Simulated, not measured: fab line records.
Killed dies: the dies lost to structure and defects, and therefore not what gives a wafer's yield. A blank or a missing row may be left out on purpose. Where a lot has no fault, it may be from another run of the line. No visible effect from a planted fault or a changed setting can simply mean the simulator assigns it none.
The tool behind it: which one?    flow n5 finfet    Sampling: 14 lots, 42 wafers, 4 of 1938 route steps

## WHAT THE GAUGES READ, wafer by wafer
Not one reading of a measure or inspect step in the record can be checked against a usual standard deviation.

## TOOL THAT RAN EACH LOT (tool first, then ch and the chambers of the sampled wafers, then the start)
lot   N5_BEOL_M1_SPUTTER_96         N5_BEOL_M1_PRE_CLEAN_60           N5_BEOL_M2_HM_DEP_02          N5_BEOL_M2_DEVELOP_10
L345  pvd sputter-03, day 6 06:13   cvd co-02 ch 0,2, day 6 07:02     pvd sputter-02, day 6 09:53   litho track-02 ch 0, day 6 10:13
L347  pvd sputter-01, day 7 06:34   cvd co-01 ch 0,1,2, day 7 07:23   pvd sputter-01, day 7 08:29   litho track-02 ch 0, day 7 09:52
L349  pvd sputter-02, day 7 17:58   cvd co-02 ch 1,2, day 7 18:47     pvd sputter-02, day 7 21:01   litho track-01 ch 0, day 7 21:29
L352  pvd sputter-02, day 8 11:20   cvd co-02 ch 0,1,2, day 8 12:10   pvd sputter-01, day 8 13:22   litho track-02 ch 0, day 8 13:50
L354  pvd sputter-01, day 8 17:08   cvd co-02 ch 0,1,2, day 8 18:05   pvd sputter-02, day 8 20:31   litho track-04, day 8 20:52
L355  pvd sputter-01, day 9 03:07   cvd co-01 ch 0,2, day 9 03:57     pvd sputter-03, day 9 05:21   litho track-04, day 9 05:41
L360  pvd sputter-03, day 10 06:19  cvd co-01 ch 1,2, day 10 07:08    pvd sputter-02, day 10 08:07  litho track-01 ch 0, day 10 08:34
L361  pvd sputter-01, day 10 07:44  cvd co-01 ch 1,2, day 10 08:34    pvd sputter-03, day 10 11:25  litho track-01 ch 0, day 10 11:46
L364  pvd sputter-02, day 11 00:25  cvd co-01 ch 0,1, day 11 01:14    pvd sputter-02, day 11 01:44  litho track-02 ch 0, day 11 02:12
L362  pvd sputter-02, day 11 08:37  cvd co-01 ch 1,2, day 11 09:26    pvd sputter-03, day 11 10:28  litho track-04 ch 0, day 11 10:57
L365  pvd sputter-02, day 11 10:45  cvd co-01 ch 0,1,2, day 11 11:35  pvd sputter-03, day 11 14:05  litho track-02 ch 0, day 11 14:26
L366  pvd sputter-01, day 11 21:58  cvd co-01 ch 0,1,2, day 11 23:38  pvd sputter-02, day 12 00:59  litho track-04 ch 0, day 12 01:19
L363  pvd sputter-03, day 11 22:13  cvd co-02 ch 0,1,2, day 12 00:22  pvd sputter-02, day 12 01:05  litho track-02 ch 0, day 12 01:25
L368  pvd sputter-01, day 12 05:23  cvd co-02 ch 0,1, day 12 06:12    pvd sputter-02, day 12 07:04  litho track-04 ch 0, day 12 07:24
- N5_BEOL_M1_SPUTTER_96: material Cu, target thk 4.5 nm, time 8.29 s.
- N5_BEOL_M1_PRE_CLEAN_60: time 15 s.
- N5_BEOL_M2_HM_DEP_02: deposits TiN, target thk 20 nm.
- N5_BEOL_M2_DEVELOP_10: develop time 30 s.

## WHAT THE TOOLS THEMSELVES READ (means of the sampled wafers that have a number; where no wafer has one, the mark that the record gives instead)
N5_BEOL_M1_SPUTTER_96.
lot   tool            throttle valve pct (%)
L345  pvd sputter-03  30.0
L347  pvd sputter-01  30.2
L349  pvd sputter-02  29.6
L352  pvd sputter-02  31.0
L354  pvd sputter-01  30.6
L355  pvd sputter-01  29.4
L360  pvd sputter-03  29.3
L361  pvd sputter-01  31.1
L364  pvd sputter-02  29.9
L362  pvd sputter-02  30.5
L365  pvd sputter-02  30.6
L366  pvd sputter-01  30.7
L363  pvd sputter-03  28.6
L368  pvd sputter-01  30.1

N5_BEOL_M1_PRE_CLEAN_60.
lot   tool       heater power w (W)
L345  cvd co-02  82
L347  cvd co-01  74
L349  cvd co-02  86
L352  cvd co-02  80
L354  cvd co-02  80
L355  cvd co-01  78
L360  cvd co-01  67
L361  cvd co-01  72
L364  cvd co-01  77
L362  cvd co-01  67
L365  cvd co-01  74
L366  cvd co-01  74
L363  cvd co-02  79
L368  cvd co-02  78

N5_BEOL_M2_HM_DEP_02.
lot   tool            throttle valve pct (%)
L345  pvd sputter-02  30.1
L347  pvd sputter-01  30.1
L349  pvd sputter-02  30.5
L352  pvd sputter-01  29.6
L354  pvd sputter-02  30.3
L355  pvd sputter-03  29.2
L360  pvd sputter-02  30.5
L361  pvd sputter-03  28.9
L364  pvd sputter-02  30.4
L362  pvd sputter-03  29.4
L365  pvd sputter-03  28.7
L366  pvd sputter-02  31.3
L363  pvd sputter-02  30.7
L368  pvd sputter-02  30.7

N5_BEOL_M2_DEVELOP_10.
lot   tool            chill plate temp C (C)  resist line temp C (C)
L345  litho track-02  23.07                   22.92
L347  litho track-02  22.93                   23.18
L349  litho track-01  22.97                   22.93
L352  litho track-02  23.12                   22.87
L354  litho track-04  -                       -
L355  litho track-04  -                       -
L360  litho track-01  23.08                   22.94
L361  litho track-01  22.89                   23.07
L364  litho track-02  23.11                   22.97
L362  litho track-04  22.91                   23.04
L365  litho track-02  23.00                   22.96
L366  litho track-04  22.86                   22.92
L363  litho track-02  22.94                   23.06
L368  litho track-04  23.08                   22.99

## THE ANSWER, worked out from the rows above alone
Rule: what is usual is taken from the lots themselves. Put in order of their means at a reading, lots are off if they are a third of the lots or fewer, leave a main group of 4 or more, and stand apart from it by a gap of 3 or more times the standard deviation of the main group's means; of several such gaps the widest counts. The tables above print the reading to a certain number of digits; a main group whose means all agree to those digits is not used. A lot without any number at a reading at which 4 lots or more have one is off too. The other lots that the step has rows for count as sound. Order of review: gauges by route order, followed by the tools' own readings, for which a lot's mean as printed above is used. At the first step where some lot is off, the reading lying furthest off is the one used; lots without a number count as furthest.
Off: L354, L355, at N5_BEOL_M2_DEVELOP_10 (chill plate temp C). Without a number there: L354, L355. For the main group the mean is 23.00 C and the standard deviation 0.088.
If a tool, at that step or one of the process steps before it, ran each lot that is off and ran no sound lot following the first of them, it fits. Not one of the candidates tried fits.

## WHAT THE SIMULATOR PUT IN
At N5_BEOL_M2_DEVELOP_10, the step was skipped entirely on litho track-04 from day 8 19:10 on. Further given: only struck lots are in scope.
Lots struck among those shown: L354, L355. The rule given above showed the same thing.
